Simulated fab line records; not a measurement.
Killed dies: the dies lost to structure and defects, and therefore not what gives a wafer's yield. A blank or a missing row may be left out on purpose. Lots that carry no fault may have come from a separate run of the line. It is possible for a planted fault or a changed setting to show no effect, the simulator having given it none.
Chamber matching ; flow n5-finfet ; 4 sister chambers for N5_BEOL_M0_ETCH_128 on rie-diel-04
The step etches SiCN in CF4/N2, target depth 12 nm, overetch 5.1 nm, time 21.4 s. 8 wafers are shown with their chamber, then 7 later ones without.

## WAFERS PAIRED WITH THEIR CHAMBERS
wafer;chamber;showerhead-plenum-p-Torr (Torr);throttle-valve-pct (%)
L075.1;0;2.28;15.26
L076.4;0;2.27;15.26
L079.4;3;2.14;15.17
L084.1;2;2.18;15.75
L084.2;3;2.13;15.20
L084.6;1;2.26;15.28
L085.1;2;2.18;15.74
L085.5;1;2.26;15.29

## WAFERS MISSING THEIR CHAMBER
wafer;showerhead-plenum-p-Torr (Torr);throttle-valve-pct (%)
L085.6;2.18;15.76
L087.1;2.27;15.28
L087.5;2.27;15.28
L087.6;2.25;15.32
L094.1;2.13;15.25
L094.2;2.17;15.79
L094.6;2.27;15.29

## THE CHAMBER EACH PASSED THROUGH
wafer;from the rows above;in truth
L085.6;2;2
L087.1;can't be placed: 0 or 1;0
L087.5;can't be placed: 0 or 1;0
L087.6;1;1
L094.1;3;3
L094.2;2;2
L094.6;can't be placed: 1 or 0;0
Correct placement for 4 of the 7. Not placeable from these rows: 3 (in 3, the candidates include the true chamber). Placed wrongly: 0.
How it was worked out, from the rows above alone: a wafer's distance from a chamber is the root of the sum, over the readings, of the square of ((its reading less the chamber's mean) divided by the reading's scatter). The wafer belongs to the nearest chamber; if the next one is less than 2 further off, it can't be placed. Each chamber's mean is taken over the wafers shown for it. The scatter: the root of (the sum of the squares of (reading less its chamber's mean) over the shown wafers, divided by (wafers less chambers)).
